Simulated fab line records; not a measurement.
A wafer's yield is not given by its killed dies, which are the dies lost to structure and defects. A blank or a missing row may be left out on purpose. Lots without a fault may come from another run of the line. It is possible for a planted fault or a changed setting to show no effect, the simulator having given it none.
Matching of chambers + flow nand_harc + 4 sister chambers for NHARC_A_CONTACT_ALD_18 on ald_metal-04
The step deposits TiN, target thk 3 nm, pulse time 1 s, ald cycles 150. 4 wafers are shown with their chamber, then 8 later ones without.

WAFERS WITH THEIR CHAMBER
| wafer  | chamber | heater_power_w (W) |
|--------|---------|--------------------|
| L086.1 | 3       | 1099               |
| L089.4 | 2       | 1022               |
| L089.5 | 0       | 1143               |
| L088.1 | 1       | 1226               |

WAFERS WITH NO CHAMBER GIVEN
| wafer  | heater_power_w (W) |
|--------|--------------------|
| L088.3 | 995                |
| L088.6 | 1086               |
| L091.4 | 1078               |
| L091.5 | 1138               |
| L091.6 | 1221               |
| L095.2 | 1236               |
| L095.3 | 1138               |
| L095.4 | 996                |

THE CHAMBER EACH PASSED THROUGH
| wafer  | from the rows above | in truth |
|--------|---------------------|----------|
| L088.3 | 2                   | 2        |
| L088.6 | 3                   | 3        |
| L091.4 | 3                   | 3        |
| L091.5 | 0                   | 0        |
| L091.6 | 1                   | 1        |
| L095.2 | 1                   | 1        |
| L095.3 | 0                   | 0        |
| L095.4 | 2                   | 2        |
Correct placement for 8 of the 8. Not placeable from these rows: 0. 0 placed wrongly.
How it was worked out, from the rows above alone: a wafer's distance from a chamber is the root of the sum, over the readings, of the square of ((its reading less the chamber's mean) divided by the reading's scatter). If the next closest chamber is less than 2 further off than the closest, the wafer can't be placed; otherwise it belongs to the closest. For every chamber, the mean is computed from those of its wafers that are shown. The scatter: root of mean squared gap, hidden wafer to nearest shown wafer, with one shown wafer a chamber.
